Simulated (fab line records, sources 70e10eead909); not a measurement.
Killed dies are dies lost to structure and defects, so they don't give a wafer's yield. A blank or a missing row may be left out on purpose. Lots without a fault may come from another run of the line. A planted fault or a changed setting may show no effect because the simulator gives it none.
fab line records | flow nand_harc
record lots=24 wafers=72 last_day=34
route steps=1302 shown A_STAIRCASE@807
lots that met no fault: from a run of the same line without faults
start_h: hours from the record's first day to the start of the lot's first wafer shown | wait_h: hours since the lot's step before | " the same as in the row above | L1.1+2: a row that stands for several wafers | - no value, or no start given | * or withheld: withheld | < > ~ a bound
route shown NAME@n: a module of which the file shows steps, and the number in the route of the first | usual: mean/standard deviation of fault-free wafers | same: alike in all rows | chamber/n: place in a boat | sites: the reading at each site | _std_site: their standard deviation | _edge_site: outer sites' mean less inner sites' | radius_mm: how far each site lies from the wafer's centre | mask NAME#n: copy n | behind: the tool/chamber that last shaped the wafer | hold: why the lot was held/for how many hours/how that ended | device: the transistor (n, p or np) that didn't switch | end of line: the same wafers' tests at the end of the route | a step without rows: its recipe alone | killed: dies lost to structure and defects at the first sort, not the wafer's yield | map: a wafer's dies, x killed, . not, _ none there
set.NAME: the setting as run; set.NAME@STEP: as run at that earlier step | model.NAME: the simulator's own value behind a step, which no gauge read
steps of the route over a sample of lots; a table a step, a row a wafer
services: from which hour (start_h, from the record's first day; less than 0 if before it) a tool's chamber was out of use, for how many hours, and why
## steps
# step NHARC_A_STAIRCASE_DESCUM_291
# recipe time_s=3 o2_flow_sccm=200 ar_flow_sccm=0 bias_power_w=0 chemistry=O2
# usual drypump_motor_current_A=6.14/0.26 oes_product_au=0.999/0.0093 rf_vpp_V=57.9/0.95 showerhead_plenum_p_Torr=1.93/0.1 throttle_valve_pct=11.311/0.0094
# columns lot.wafer tool chamber start_h wait_h drypump_motor_current_A oes_product_au rf_hours_counter_h rf_vpp_V showerhead_plenum_p_Torr throttle_valve_pct
L074.2 rie_diel-05 0 364.04 - 5.83 1.019 44 57.1 1.88 11.302
L074.6 " 3 " " 6.40 1.006 - 58.1 1.77 11.300
L074.5 " 0 " " 5.82 1.021 - 57.4 1.88 11.303
L075.2 rie_diel-08 3 383.83 - 6.27 0.989 0 56.6 1.84 11.304
L075.6 " 0 " " 6.40 0.993 - 59.0 1.93 11.309
L075.5 " 1 " " 5.93 1.002 - 57.7 2.05 11.301
L076.2 rie_diel-08 1 404.26 - 5.94 1.015 8 60.4 2.05 11.315
L076.1 " 3 " " 6.28 1.004 8 56.9 1.84 11.328
L076.6 " 1 " " 5.96 1.009 - 57.6 2.05 11.301
L077.3 rie_diel-09 0 413.12 - 6.40 1.001 26 59.3 1.81 11.322
L077.1 " 1 " " 5.55 0.994 26 59.4 2.03 11.310
L077.5 " 3 " " 6.01 1.014 - 57.6 1.99 11.299
L078.2 rie_diel-09 1 415.08 - 5.56 0.988 28 59.0 2.03 11.314
L078.4 " 2 " " 6.26 1.005 29 56.4 1.82 11.316
L078.3 " 3 " " 5.98 1.002 28 57.1 1.99 11.299
L079.2 rie_diel-05 3 427.66 - 6.39 1.001 6 58.5 2.07 11.305
L079.3 " 0 " " 5.79 1.026 6 58.0 1.88 11.323
L079.4 " 0 " " 5.79 1.014 - 57.9 1.88 11.309
L080.3 rie_diel-08 1 441.32 - 5.92 0.996 21 58.2 2.05 11.312
L080.6 " 0 " " 6.42 1.005 - 56.8 1.93 11.318
L080.5 " 1 " " 5.93 1.021 - 58.8 2.05 11.310
L081.4 rie_diel-09 2 445.09 - 6.25 0.996 36 58.4 1.82 11.329
L081.6 " 3 " " 6.00 1.004 - 58.2 1.99 11.296
L081.5 " 0 " " 6.41 0.994 - 57.5 1.81 11.303
L082.1 rie_diel-08 2 463.30 - 6.32 1.005 25 58.7 2.07 11.316
L082.4 " 3 " " 6.27 0.980 22 57.0 1.83 11.313
L082.2 " 0 " " 6.40 1.003 28 59.1 1.92 11.316
L083.3 rie_diel-05 1 470.28 - 6.07 0.981 21 58.8 1.85 11.309
L083.2 " 2 " " 6.11 0.989 22 57.9 1.82 11.300
L083.6 " 2 " " 6.10 0.990 - 58.1 1.82 11.323
L085.3 rie_diel-09 2 488.41 - 6.28 0.984 50 58.1 1.81 11.319
L085.1 " 0 " " 6.39 1.002 52 58.1 1.80 11.318
L085.6 " 1 " " 5.56 0.995 - 58.2 2.02 11.304
L084.2 rie_diel-08 2 493.34 - 6.33 0.987 36 57.8 2.06 11.304
L084.4 " 0 " " 6.43 0.992 - 60.4 1.92 11.315
L084.5 " 2 " " 6.33 0.992 - 58.6 2.06 11.309
L086.2 rie_diel-09 2 494.25 - 6.27 0.976 52 57.4 1.81 11.321
L086.4 " 3 " " 5.98 1.005 58 60.1 1.98 11.314
L086.5 " 1 " " 5.55 0.986 - 60.2 2.02 11.304
L087.3 rie_diel-08 0 515.76 - 6.40 0.998 49 57.9 1.92 11.303
L087.1 " 1 " " 5.93 0.997 44 58.5 2.04 11.325
L087.4 " 2 " " 6.28 0.983 45 57.6 2.06 11.317
L088.1 rie_diel-09 1 518.24 - 5.56 1.012 3 58.9 2.02 11.301
L088.6 " 2 " " 6.28 0.994 - 57.5 1.81 11.315
L088.5 " 3 " " 5.98 1.006 - 59.2 1.98 11.310
L089.1 rie_diel-05 2 526.93 - 6.12 0.998 40 57.2 1.82 11.306
L089.4 " 1 " " 6.09 0.989 40 56.2 1.85 11.311
L089.5 " 2 " " 6.13 0.998 - 59.3 1.82 11.313
L090.4 rie_diel-08 1 528.95 - 5.93 1.005 48 57.6 2.04 11.318
L090.1 " 2 " " 6.32 1.002 49 59.5 2.06 11.305
L090.6 " 1 " " 5.91 1.005 - 57.2 2.04 11.323
L092.2 rie_diel-09 0 548.61 - 6.38 1.011 10 58.9 1.80 11.300
L092.4 " 1 " " 5.56 1.002 11 58.3 2.02 11.332
L092.5 " 2 " " 6.28 0.987 - 57.2 1.81 11.305
L091.2 rie_diel-05 2 550.42 - 6.13 1.004 48 56.8 1.81 11.331
L091.3 " 3 " " 6.38 1.000 48 56.9 2.06 11.311
L091.6 " 0 " " 5.84 1.015 - 56.1 1.87 11.311
L093.4 rie_diel-09 1 572.67 - 5.54 1.005 20 59.0 2.01 11.319
L093.5 " 2 " " 6.26 0.995 - 57.9 1.80 11.299
L093.6 " 3 " " 5.99 0.996 - 58.3 1.97 11.311
L094.4 rie_diel-05 3 583.41 - 6.40 0.982 59 58.7 2.06 11.301
L094.1 " 0 " " 5.83 1.001 48 57.0 1.86 11.303
L094.6 " 3 " " 6.38 0.998 - 58.1 2.06 11.325
L095.1 rie_diel-08 2 590.82 - 6.31 1.003 10 58.4 2.05 11.319
L095.3 " 3 " " 6.29 1.012 11 57.4 1.82 11.324
L095.6 " 2 " " 6.30 1.001 - 57.5 2.05 11.306
L096.1 rie_diel-08 1 600.59 - 5.92 1.006 14 58.6 2.03 11.313
L096.4 " 2 " " 6.33 1.012 14 59.8 2.05 11.307
L096.6 " 2 " " 6.30 1.006 - 58.3 2.05 11.288
L097.3 rie_diel-09 2 633.01 - 6.25 1.001 40 57.1 1.80 11.309
L097.2 " 0 " " 6.39 1.003 38 56.2 1.79 11.309
L097.5 " 2 " " 6.26 1.006 - 57.4 1.80 11.297
# step NHARC_A_STAIRCASE_ETCH_452
# recipe target_depth_a=300 overetch_a=30 time_s=16.5 ion_energy_ev=100 cf4_flow_sccm=80 o2_flow_sccm=20 ar_flow_sccm=0 rf_w=300 bias_w=100 chemistry=CF4/O2
# usual drypump_motor_current_A=6.14/0.27 oes_ar_750_au=1.000/0.0041 oes_product_au=0.999/0.0083 rf_vpp_V=198.0/1.8 showerhead_plenum_p_Torr=1.35/0.069 throttle_valve_pct=13.396/0.0098
# columns lot.wafer tool chamber start_h wait_h drypump_motor_current_A oes_ar_750_au oes_product_au rf_hours_counter_h rf_vpp_V showerhead_plenum_p_Torr throttle_valve_pct
L074.2 rie_diel-05 1 - - 6.06 1.008 0.989 41 197.2 1.30 13.398
L074.5 " 0 " " 5.83 1.008 1.010 - 198.9 1.31 13.383
L074.6 " 1 " " 6.08 1.007 0.999 - 195.9 1.30 13.383
L075.2 rie_diel-08 2 - - 6.32 1.010 1.003 0 201.1 1.45 13.406
L075.6 " 0 " " 6.43 0.993 0.995 - 197.7 1.35 13.389
L075.5 " 1 " " 5.93 1.000 1.009 - 200.1 1.43 13.397
L076.2 rie_diel-08 2 - - 6.32 0.999 0.984 7 199.6 1.44 13.391
L076.1 " 0 " " 6.44 0.995 0.990 9 197.2 1.35 13.404
L076.6 " 1 " " 5.93 0.999 1.015 - 199.5 1.43 13.374
L077.3 rie_diel-09 2 - - 6.28 0.995 0.994 28 196.4 1.27 13.411
L077.1 " 3 " " 5.99 0.998 1.010 28 198.6 1.39 13.401
L077.5 " 1 " " 5.54 1.005 1.007 - 198.6 1.41 13.391
L078.3 rie_diel-09 3 - - 5.97 1.002 1.001 28 198.5 1.39 13.394
L078.2 " 0 " " 6.43 1.000 0.996 27 195.8 1.26 13.404
L078.4 " 2 " " 6.29 1.005 0.993 29 194.9 1.27 13.407
L079.3 rie_diel-05 3 - - 6.39 1.004 0.996 6 199.3 1.44 13.399
L079.2 " 0 " " 5.80 1.006 1.016 6 197.1 1.31 13.402
L079.4 " 3 " " 6.40 1.003 0.998 - 200.0 1.44 13.407
L080.3 rie_diel-08 3 - - 6.27 0.998 0.995 16 197.0 1.28 13.383
L080.5 " 2 " " 6.32 0.997 0.995 - 200.4 1.44 13.386
L080.6 " 3 " " 6.29 0.996 0.987 - 196.7 1.28 13.408
L081.4 rie_diel-09 2 - - 6.27 0.998 0.999 36 197.3 1.27 13.401
L081.6 " 3 " " 6.01 0.999 1.005 - 200.1 1.38 13.403
L081.5 " 0 " " 6.35 1.010 1.000 - 195.0 1.26 13.401
L082.2 rie_diel-08 0 - - 6.41 0.997 1.004 28 199.1 1.34 13.410
L082.4 " 1 " " 5.92 1.002 1.000 29 199.3 1.42 13.396
L082.1 " 2 " " 6.31 0.999 0.993 25 200.8 1.44 13.413
L083.2 rie_diel-05 1 - - 6.06 0.999 0.981 22 196.2 1.29 13.385
L083.3 " 2 " " 6.12 1.001 0.998 22 197.3 1.27 13.393
L083.6 " 2 " " 6.13 1.000 1.002 - 197.0 1.27 13.385
L085.1 rie_diel-09 1 - - 5.53 0.998 1.000 48 199.1 1.41 13.393
L085.3 " 2 " " 6.25 1.004 0.987 50 197.8 1.27 13.395
L085.6 " 1 " " 5.53 0.997 0.999 - 197.3 1.41 13.396
L084.2 rie_diel-08 2 - - 6.31 1.004 0.992 36 201.4 1.44 13.384
L084.5 " 3 " " 6.28 1.002 0.984 - 196.8 1.28 13.397
L084.4 " 2 " " 6.29 1.001 0.996 - 198.9 1.44 13.398
L086.4 rie_diel-09 1 - - 5.55 0.998 0.991 51 199.4 1.41 13.412
L086.2 " 3 " " 5.98 0.999 1.006 58 198.5 1.38 13.394
L086.5 " 0 " " 6.40 0.998 1.008 - 194.4 1.26 13.390
L087.3 rie_diel-08 0 - - 6.39 0.998 1.002 49 198.6 1.34 13.391
L087.4 " 1 " " 5.91 1.004 1.010 44 199.2 1.42 13.404
L087.1 " 2 " " 6.31 0.992 0.997 45 199.9 1.44 13.408
L088.1 rie_diel-09 0 - - 6.43 1.010 0.992 3 195.3 1.26 13.399
L088.6 " 1 " " 5.54 0.996 1.000 - 198.5 1.41 13.402
L088.5 " 2 " " 6.26 1.002 0.996 - 196.4 1.26 13.390
L089.1 rie_diel-05 3 - - 6.40 1.002 0.991 41 198.8 1.44 13.410
L089.4 " 0 " " 5.82 1.003 1.008 32 196.2 1.30 13.404
L089.5 " 3 " " 6.39 1.005 0.993 - 200.1 1.44 13.384
L090.1 rie_diel-08 0 - - 6.38 1.001 1.000 53 196.9 1.34 13.389
L090.4 " 1 " " 5.91 0.996 1.000 48 200.2 1.42 13.413
L090.6 " 0 " " 6.42 0.997 1.004 - 198.2 1.34 13.393
L092.4 rie_diel-09 3 - - 6.02 0.999 0.990 13 199.2 1.38 13.385
L092.2 " 0 " " 6.43 1.000 1.009 10 194.7 1.26 13.396
L092.5 " 3 " " 5.98 1.001 0.993 - 200.1 1.38 13.392
L091.3 rie_diel-05 3 - - 6.40 1.001 0.988 49 199.6 1.43 13.401
L091.2 " 0 " " 5.79 0.999 1.018 39 198.7 1.30 13.382
L091.6 " 0 " " 5.84 0.992 1.003 - 196.4 1.30 13.386
L093.4 rie_diel-09 1 - - 5.56 0.999 0.998 20 199.5 1.40 13.412
L093.6 " 2 " " 6.28 1.001 1.008 - 195.1 1.26 13.406
L093.5 " 3 " " 5.98 0.998 1.009 - 198.1 1.38 13.397
L094.1 rie_diel-08 0 583.94 - 6.36 1.003 1.003 8 199.6 1.33 13.408
L094.4 " 2 " " 6.30 0.999 1.004 8 198.5 1.43 13.379
L094.6 " 1 " " 5.94 0.994 1.019 - 199.7 1.42 13.399
L095.3 rie_diel-08 1 - - 5.92 0.995 1.009 9 199.9 1.42 13.385
L095.1 " 3 " " 6.29 1.001 1.012 12 196.3 1.27 13.387
L095.6 " 0 " " 6.42 0.997 1.004 - 195.8 1.33 13.395
L096.1 rie_diel-08 0 - - 6.44 1.001 1.007 15 198.0 1.33 13.386
L096.4 " 1 " " 5.92 0.995 1.012 14 199.4 1.42 13.395
L096.6 " 2 " " 6.32 1.001 0.999 - 200.2 1.43 13.394
L097.2 rie_diel-09 2 - - 6.25 0.994 0.997 40 194.2 1.26 13.408
L097.3 " 0 " " 6.42 0.999 1.004 38 194.8 1.25 13.388
L097.5 " 2 " " 6.27 0.986 1.011 - 197.8 1.26 13.398
# step NHARC_A_STAIRCASE_ETCH_294
# recipe target_depth_a=49890 time_s=1211.6 ion_energy_ev=800 c4f8_flow_sccm=80 o2_flow_sccm=60 ar_flow_sccm=withheld rf_w=600 bias_w=3000 chemistry=C4F8/O2/Ar
# usual oes_product_au=0.933/0.01 rf_vpp_V=1828/13
# columns lot.wafer tool chamber start_h wait_h oes_product_au rf_hours_counter_h rf_vpp_V
L074.2 rie_diel-05 0 - - 0.956 45 1822
L074.6 " 1 " " 0.928 - 1821
L074.5 " 2 " " 0.923 - 1815
L075.2 rie_diel-08 2 - - 0.959 0 1847
L075.5 " 3 " " 0.939 - 1818
L075.6 " 0 " " 0.943 - 1830
L076.2 rie_diel-08 0 - - 0.919 9 1828
L076.1 " 1 " " 0.947 8 1843
L076.6 " 1 " " 0.951 - 1846
L077.3 rie_diel-09 1 - - 0.923 27 1841
L077.1 " 2 " " 0.932 28 1815
L077.5 " 2 " " 0.925 - 1814
L078.2 rie_diel-09 2 - - 0.927 29 1815
L078.4 " 0 " " 0.933 27 1814
L078.3 " 1 " " 0.924 28 1842
L079.3 rie_diel-05 3 - - 0.932 7 1847
L079.2 " 0 " " 0.952 6 1823
L079.4 " 0 " " 0.947 - 1823
L080.3 rie_diel-08 2 - - 0.936 19 1848
L080.5 " 0 " " 0.929 - 1828
L080.6 " 1 " " 0.941 - 1843
L081.4 rie_diel-09 0 - - 0.943 37 1814
L081.6 " 1 " " 0.945 - 1841
L081.5 " 2 " " 0.949 - 1815
L082.4 rie_diel-08 2 - - 0.926 25 1846
L082.1 " 3 " " 0.917 22 1817
L082.2 " 0 " " 0.939 28 1828
L083.3 rie_diel-05 1 - - 0.922 22 1819
L083.2 " 3 " " 0.920 22 1846
L083.6 " 3 " " 0.919 - 1846
L085.3 rie_diel-09 1 - - 0.921 48 1840
L085.1 " 3 " " 0.949 54 1836
L085.6 " 1 " " 0.943 - 1841
L084.2 rie_diel-08 0 - - 0.923 41 1827
L084.4 " 0 " " 0.917 - 1828
L084.5 " 3 " " 0.916 - 1817
L086.2 rie_diel-09 0 - - 0.931 57 1814
L086.4 " 1 " " 0.925 51 1839
L086.5 " 3 " " 0.935 - 1837
L087.4 rie_diel-08 3 - - 0.929 41 1817
L087.3 " 0 " " 0.944 49 1828
L087.1 " 1 " " 0.942 44 1842
L088.1 rie_diel-09 3 - - 0.950 5 1834
L088.6 " 2 " " 0.936 - 1814
L088.5 " 3 " " 0.954 - 1835
L089.1 rie_diel-05 1 - - 0.935 40 1819
L089.4 " 2 " " 0.939 40 1815
L089.5 " 2 " " 0.936 - 1814
L090.4 rie_diel-08 3 - - 0.935 44 1815
L090.1 " 1 " " 0.930 48 1843
L090.6 " 3 " " 0.924 - 1815
L092.4 rie_diel-09 1 - - 0.948 12 1840
L092.2 " 2 " " 0.931 16 1813
L092.5 " 0 " " 0.941 - 1811
L091.2 rie_diel-05 0 - - 0.928 39 1820
L091.3 " 1 " " 0.937 48 1818
L091.6 " 3 " " 0.930 - 1845
L093.4 rie_diel-09 0 - - 0.933 19 1811
L093.6 " 0 " " 0.935 - 1810
L093.5 " 1 " " 0.928 - 1840
L094.1 rie_diel-09 2 584.02 - 0.923 27 1813
L094.4 " 1 " " 0.927 25 1839
L094.6 " 2 " " 0.932 - 1812
L095.3 rie_diel-08 2 - - 0.932 10 1846
L095.1 " 3 " " 0.931 12 1816
L095.6 " 1 " " 0.940 - 1842
L096.1 rie_diel-08 0 - - 0.937 15 1826
L096.4 " 1 " " 0.940 14 1841
L096.6 " 3 " " 0.934 - 1816
L097.2 rie_diel-09 1 - - 0.926 38 1839
L097.3 " 2 " " 0.931 40 1813
L097.5 " 0 " " 0.935 - 1810
# step NHARC_A_STAIRCASE_STRIP_295
# recipe o2_flow_sccm=500 ar_flow_sccm=0 bias_w=0 chemistry=O2
# usual drypump_motor_current_A=6.16/0.26 oes_product_au=0.998/0.0083 rf_vpp_V=57.8/0.95 showerhead_plenum_p_Torr=3.55/0.18 throttle_valve_pct=17.038/0.0091
# columns lot.wafer tool chamber start_h wait_h drypump_motor_current_A oes_product_au rf_hours_counter_h rf_vpp_V showerhead_plenum_p_Torr throttle_valve_pct
L074.2 rie_diel-05 1 - - 6.09 0.986 41 59.1 3.45 17.032
L074.5 " 0 " " 5.85 1.014 - 57.1 3.48 17.026
L074.6 " 1 " " 6.08 0.989 - 57.4 3.45 17.034
L075.2 rie_diel-08 0 - - 6.45 0.999 1 58.7 3.56 17.029
L075.5 " 0 " " 6.48 0.997 - 58.0 3.56 17.046
L075.6 " 1 " " 5.95 0.995 - 58.2 3.77 17.034
L076.1 rie_diel-08 3 - - 6.28 0.995 9 57.1 3.40 17.048
L076.2 " 2 " " 6.35 0.997 8 58.8 3.80 17.024
L076.6 " 3 " " 6.29 0.990 - 58.0 3.40 17.037
L077.1 rie_diel-09 1 - - 5.56 0.992 28 58.1 3.72 17.020
L077.3 " 0 " " 6.40 1.008 27 56.1 3.35 17.046
L077.5 " 2 " " 6.29 0.996 - 57.9 3.37 17.034
L078.2 rie_diel-09 3 - - 6.00 1.002 29 57.2 3.66 17.044
L078.3 " 0 " " 6.43 1.003 27 58.9 3.35 17.036
L078.4 " 2 " " 6.31 1.001 30 58.2 3.37 17.020
L079.2 rie_diel-05 3 - - 6.41 1.003 7 59.1 3.80 17.035
L079.3 " 0 " " 5.82 1.015 7 56.0 3.46 17.039
L079.4 " 0 " " 5.84 1.007 - 56.9 3.46 17.049
L080.3 rie_diel-08 2 - - 6.36 1.000 19 58.6 3.80 17.021
L080.5 " 0 " " 6.43 0.984 - 57.4 3.55 17.051
L080.6 " 1 " " 5.93 0.999 - 57.1 3.76 17.043
L081.4 rie_diel-09 3 - - 6.01 1.005 38 58.7 3.65 17.028
L081.6 " 1 " " 5.56 0.983 - 58.0 3.72 17.033
L081.5 " 2 " " 6.32 0.992 - 57.1 3.36 17.054
L082.2 rie_diel-08 1 - - 5.95 1.005 30 57.3 3.75 17.035
L082.4 " 2 " " 6.32 0.991 26 57.6 3.79 17.039
L082.1 " 3 " " 6.29 0.983 22 57.7 3.39 17.033
L083.2 rie_diel-05 1 - - 6.06 0.989 22 59.1 3.43 17.035
L083.3 " 2 " " 6.13 0.995 23 56.3 3.37 17.021
L083.6 " 2 " " 6.12 1.003 - 58.2 3.37 17.050
L085.3 rie_diel-09 2 - - 6.28 0.975 50 58.3 3.35 17.028
L085.1 " 1 " " 5.59 0.992 49 57.3 3.71 17.036
L085.6 " 3 " " 6.02 0.998 - 57.6 3.64 17.045
L084.2 rie_diel-08 3 - - 6.28 0.997 33 56.4 3.39 17.023
L084.5 " 3 " " 6.30 0.999 - 57.3 3.39 17.031
L084.4 " 0 " " 6.41 1.005 - 57.0 3.54 17.045
L086.2 rie_diel-09 3 - - 5.98 0.990 59 57.3 3.64 17.051
L086.4 " 0 " " 6.40 0.988 57 55.3 3.33 17.045
L086.5 " 3 " " 6.00 0.994 - 58.6 3.64 17.022
L087.1 rie_diel-08 1 - - 5.93 0.997 44 59.1 3.75 17.024
L087.4 " 2 " " 6.33 0.996 45 57.8 3.78 17.047
L087.3 " 0 " " 6.42 1.007 50 59.2 3.53 17.041
L088.1 rie_diel-09 3 - - 5.98 0.993 6 57.5 3.64 17.052
L088.6 " 3 " " 6.00 0.999 - 58.0 3.64 17.026
L088.5 " 0 " " 6.38 0.999 - 57.6 3.33 17.036
L089.1 rie_diel-05 2 - - 6.13 0.991 41 57.4 3.36 17.036
L089.4 " 3 " " 6.40 0.996 42 59.6 3.78 17.045
L089.5 " 3 " " 6.40 0.985 - 59.6 3.78 17.041
L090.4 rie_diel-08 2 - - 6.34 0.999 50 59.8 3.78 17.043
L090.1 " 1 " " 5.93 1.007 49 57.9 3.74 17.041
L090.6 " 3 " " 6.29 1.001 - 57.6 3.38 17.031
L092.4 rie_diel-09 2 - - 6.30 1.011 16 56.5 3.34 17.036
L092.2 " 1 " " 5.55 1.008 12 56.7 3.70 17.024
L092.5 " 2 " " 6.30 1.004 - 56.9 3.35 17.047
L091.2 rie_diel-05 1 - - 6.06 0.995 49 58.1 3.41 17.047
L091.3 " 0 " " 5.85 1.010 39 57.9 3.45 17.028
L091.6 " 1 " " 6.06 0.995 - 57.6 3.41 17.037
L093.4 rie_diel-09 0 - - 6.41 1.002 20 56.9 3.32 17.043
L093.6 " 0 " " 6.42 0.996 - 58.5 3.32 17.043
L093.5 " 1 " " 5.57 0.995 - 56.0 3.70 17.036
L094.1 rie_diel-09 0 - - 6.41 0.999 24 58.9 3.32 17.048
L094.4 " 2 " " 6.30 0.987 28 56.7 3.34 17.040
L094.6 " 3 " " 6.00 0.991 - 57.4 3.63 17.036
L095.1 rie_diel-08 2 - - 6.31 0.996 11 58.3 3.77 17.040
L095.3 " 3 " " 6.28 0.999 12 57.1 3.37 17.026
L095.6 " 2 " " 6.31 0.993 - 58.4 3.77 17.040
L096.1 rie_diel-08 0 - - 6.41 0.998 15 58.1 3.52 17.046
L096.4 " 1 " " 5.91 0.997 14 57.7 3.73 17.052
L096.6 " 2 " " 6.35 1.011 - 57.3 3.77 17.044
L097.2 rie_diel-09 2 - - 6.32 0.988 41 56.6 3.33 17.042
L097.3 " 1 " " 5.56 0.996 39 56.0 3.69 17.027
L097.5 " 2 " " 6.31 0.999 - 57.8 3.33 17.047
# step NHARC_A_STAIRCASE_DEP_301
# recipe target_thk_a=300 target_thk_nm=30 temp_c=400 pressure_torr=3.5 flow_sccm=200 rf_w=350 material=SiON
# usual heater_power_w=751/69
# columns lot.wafer tool chamber start_h wait_h heater_power_w
L074.2 pecvd-02 2 369.29 1.3 772
L074.6 " 2 " " 796
L074.5 " 0 " " 743
L075.2 pecvd-03 1 387.92 1.3 741
L075.5 " 0 " " 752
L075.6 " 2 " " 901
L076.1 pecvd-03 2 410.78 1.6 759
L076.2 " 0 " " 673
L076.6 " 1 " " 698
L077.1 pecvd-01 2 417.45 1.6 849
L077.3 " 2 " " 801
L077.5 " 0 " " 726
L078.3 pecvd-03 1 419.25 1.0 712
L078.2 " 2 " " 848
L078.4 " 2 " " 863
L079.2 pecvd-02 2 432.43 1.2 744
L079.3 " 0 " " 718
L079.4 " 1 " " 729
L080.3 pecvd-01 0 446.52 1.0 689
L080.6 " 2 " " 699
L080.5 " 0 " " 686
L081.6 pecvd-03 2 449.26 0.1 769
L081.5 " 0 " " 685
L081.4 " 1 " " 755
L082.1 pecvd-03 2 467.41 1.6 876
L082.2 " 0 " " 639
L082.4 " 1 " " 699
L083.3 pecvd-01 2 474.72 0.9 734
L083.2 " 1 " " 808
L083.6 " 0 " " 777
L085.3 pecvd-02 0 495.12 1.0 653
L085.1 " 1 " " 630
L085.6 " 1 " " 634
L086.2 pecvd-03 1 498.39 1.3 704
L086.5 " 0 " " 755
L086.4 " 1 " " 735
L084.2 pecvd-03 1 499.73 1.3 719
L084.5 " 0 " " 652
L084.4 " 2 " " 818
L087.3 pecvd-03 0 520.10 1.1 730
L087.1 " 1 " " 643
L087.4 " 2 " " 764
L088.1 pecvd-01 1 523.85 1.5 791
L088.5 " 1 " " 774
L088.6 " 2 " " 797
L089.1 pecvd-03 1 532.84 1.6 685
L089.4 " 0 " " 674
L089.5 " 2 " " 886
L090.1 pecvd-01 1 534.67 1.6 748
L090.6 " 0 " " 791
L090.4 " 2 " " 785
L092.2 pecvd-02 2 552.85 1.3 838
L092.5 " 0 " " 643
L092.4 " 1 " " 739
L091.3 pecvd-02 0 560.92 1.0 752
L091.2 " 1 " " 598
L091.6 " 2 " " 834
L093.4 pecvd-01 1 580.50 0.7 800
L093.5 " 2 " " 771
L093.6 " 0 " " 761
L094.1 pecvd-01 0 587.54 1.6 718
L094.4 " 0 " " 735
L094.6 " 1 " " 777
L095.3 pecvd-03 2 598.36 0.9 948
L095.1 " 1 " " 679
L095.6 " 0 " " 724
L096.1 pecvd-03 0 604.78 1.6 702
L096.4 " 0 " " 728
L096.6 " 2 " " 775
L097.2 pecvd-03 1 637.25 1.3 708
L097.3 " 2 " " 898
L097.5 " 1 " " 713
# step NHARC_A_STAIRCASE_ETCHBACK_416
# recipe target_depth_a=360 time_s=7.2 c4f8_flow_sccm=withheld o2_flow_sccm=8 ar_flow_sccm=withheld rf_w=600 bias_w=800 chemistry=C4F8/O2/Ar
# usual oes_product_au=0.926/0.0095 rf_vpp_V=723/5.2
# columns lot.wafer tool chamber start_h wait_h oes_product_au rf_hours_counter_h rf_vpp_V
L074.2 rie_diel-05 0 - - 0.937 47 721
L074.6 " 1 " " 0.920 - 719
L074.5 " 2 " " 0.933 - 720
L075.2 rie_diel-05 1 - - 0.930 47 720
L075.6 " 2 " " 0.926 - 719
L075.5 " 3 " " 0.930 - 714
L076.1 rie_diel-08 1 - - 0.925 13 732
L076.2 " 0 " " 0.928 14 724
L076.6 " 0 " " 0.926 - 725
L078.4 rie_diel-08 1 - - 0.935 19 730
L078.2 " 3 " " 0.916 14 719
L078.3 " 0 " " 0.932 18 724
L077.3 rie_diel-08 0 - - 0.929 18 725
L077.1 " 1 " " 0.934 19 728
L077.5 " 2 " " 0.918 - 730
L079.4 rie_diel-09 1 - - 0.924 33 729
L079.2 " 2 " " 0.918 35 719
L079.3 " 0 " " 0.929 35 719
L080.3 rie_diel-05 2 - - 0.936 13 720
L080.6 " 3 " " 0.920 - 730
L080.5 " 1 " " 0.917 - 720
L081.6 rie_diel-05 3 - - 0.921 - 729
L081.5 " 1 " " 0.909 - 718
L081.4 " 2 " " 0.929 - 719
L082.2 rie_diel-05 2 - - 0.929 23 719
L082.1 " 1 " " 0.917 22 721
L082.4 " 2 " " 0.927 - 719
L083.3 rie_diel-05 3 - - 0.918 23 731
L083.2 " 2 " " 0.926 23 720
L083.6 " 0 " " 0.930 - 722
L085.3 rie_diel-05 3 - - 0.917 30 731
L085.1 " 1 " " 0.914 29 720
L085.6 " 2 " " 0.921 - 716
L086.4 rie_diel-05 3 - - 0.924 32 730
L086.2 " 0 " " 0.938 20 723
L086.5 " 3 " " 0.927 - 731
L084.4 rie_diel-05 3 - - 0.912 32 730
L084.2 " 0 " " 0.917 21 720
L084.5 " 2 " " 0.923 - 719
L087.4 rie_diel-08 2 - - 0.917 48 730
L087.3 " 3 " " 0.922 43 719
L087.1 " 0 " " 0.927 51 722
L088.1 rie_diel-05 3 - - 0.919 42 730
L088.6 " 1 " " 0.907 - 721
L088.5 " 2 " " 0.917 - 718
L089.4 rie_diel-09 3 - - 0.929 11 727
L089.1 " 1 " " 0.925 9 726
L089.5 " 3 " " 0.929 - 727
L090.4 rie_diel-05 3 - - 0.921 45 729
L090.1 " 2 " " 0.933 46 718
L090.6 " 3 " " 0.927 - 730
L092.4 rie_diel-05 2 - - 0.927 50 717
L092.2 " 3 " " 0.920 50 732
L092.5 " 0 " " 0.938 - 721
L091.2 rie_diel-05 1 - - 0.919 52 719
L091.3 " 2 " " 0.921 52 717
L091.6 " 0 " " 0.925 - 722
L093.4 rie_diel-09 3 - - 0.935 26 725
L093.6 " 1 " " 0.923 - 727
L093.5 " 2 " " 0.924 - 717
L094.1 rie_diel-09 1 - - 0.929 28 728
L094.4 " 3 " " 0.917 27 726
L094.6 " 1 " " 0.928 - 728
L095.1 rie_diel-09 3 - - 0.928 29 726
L095.3 " 1 " " 0.930 30 728
L095.6 " 2 " " 0.924 - 718
L096.1 rie_diel-08 0 - - 0.934 17 722
L096.4 " 0 " " 0.932 - 723
L096.6 " 2 " " 0.931 - 731
L097.3 rie_diel-08 0 - - 0.938 27 723
L097.2 " 1 " " 0.933 28 730
L097.5 " 3 " " 0.939 - 718
## services
# columns tool chamber start_h hours kind
rie_diel-05 1 344.18 2.7 repair
pecvd-03 - 366.00 13.0 pm
rie_diel-08 - 370.21 9.0 pm
rie_diel-05 - 406.94 9.0 pm
pecvd-02 - 408.00 13.0 pm
rie_diel-08 3 412.08 4.3 repair
pecvd-01 1 414.64 24.6 repair
rie_diel-05 1 427.45 4.4 repair
pecvd-02 - 433.85 1.3 repair
rie_diel-05 0 450.35 27.5 repair
rie_diel-08 1 488.52 14.4 repair
pecvd-01 - 492.28 13.0 pm
rie_diel-09 - 498.03 9.0 pm
rie_diel-09 1 527.53 4.6 repair
pecvd-03 - 547.00 13.0 pm
rie_diel-08 - 547.21 9.0 pm
pecvd-03 - 575.09 3.0 repair
rie_diel-05 - 583.94 9.0 pm
pecvd-02 - 589.00 13.0 pm
pecvd-03 - 596.80 1.3 repair
rie_diel-08 3 608.46 5.6 repair
rie_diel-09 2 613.41 2.0 repair
rie_diel-08 0 613.68 2.7 repair
rie_diel-05 1 631.90 3.1 repair
## key
fault none
